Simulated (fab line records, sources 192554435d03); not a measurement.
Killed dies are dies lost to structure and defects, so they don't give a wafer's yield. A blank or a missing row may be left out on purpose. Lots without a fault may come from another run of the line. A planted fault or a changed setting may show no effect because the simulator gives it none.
Chamber matching | flow n5_finfet | N5_BEOL_M8_DESCUM_16 on rie_diel-01: 4 sister chambers
The step chemistry O2, time 7.9 s. 8 wafers are shown with their chamber, then 9 later ones without.

WAFERS WITH THEIR CHAMBER
wafer  | chamber | showerhead_plenum_p_Torr (Torr) | throttle_valve_pct (%)
L078.2 | 0       | 2.14                            | 20.46
L079.4 | 1       | 2.11                            | 20.52
L087.1 | 0       | 2.13                            | 20.49
L091.1 | 3       | 2.15                            | 20.41
L091.6 | 2       | 2.14                            | 20.43
L092.1 | 2       | 2.14                            | 20.41
L092.4 | 3       | 2.15                            | 20.44
L092.5 | 1       | 2.10                            | 20.55

WAFERS WITHOUT THEIR CHAMBER
wafer  | showerhead_plenum_p_Torr (Torr) | throttle_valve_pct (%)
L093.1 | 2.10                            | 20.57
L093.4 | 2.14                            | 20.42
L093.6 | 2.15                            | 20.43
L094.2 | 2.10                            | 20.57
L094.3 | 2.12                            | 20.52
L094.6 | 2.10                            | 20.59
L095.2 | 2.10                            | 20.57
L095.4 | 2.14                            | 20.42
L095.5 | 2.12                            | 20.51

WHICH CHAMBER EACH WENT THROUGH
wafer  | from the rows above     | in truth
L093.1 | 1                       | 1
L093.4 | 2                       | 2
L093.6 | can't be placed: 3 or 2 | 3
L094.2 | 1                       | 1
L094.3 | can't be placed: 1 or 0 | 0
L094.6 | 1                       | 1
L095.2 | 1                       | 1
L095.4 | 2                       | 2
L095.5 | can't be placed: 1 or 0 | 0
Placed correctly: 6 of 9. Can't be placed from these rows: 3 (the true chamber is among the candidates in 3). Placed wrongly: 0.
How it was worked out, from the rows above alone: a wafer's distance from a chamber is the root of the sum, over the readings, of the square of ((its reading less the chamber's mean) divided by the reading's scatter). The wafer belongs to the nearest chamber; if the next one is less than 2 further off, it can't be placed. A chamber's mean is the mean of its shown wafers. The scatter: the root of (the sum of the squares of (reading less its chamber's mean) over the shown wafers, divided by (wafers less chambers)).
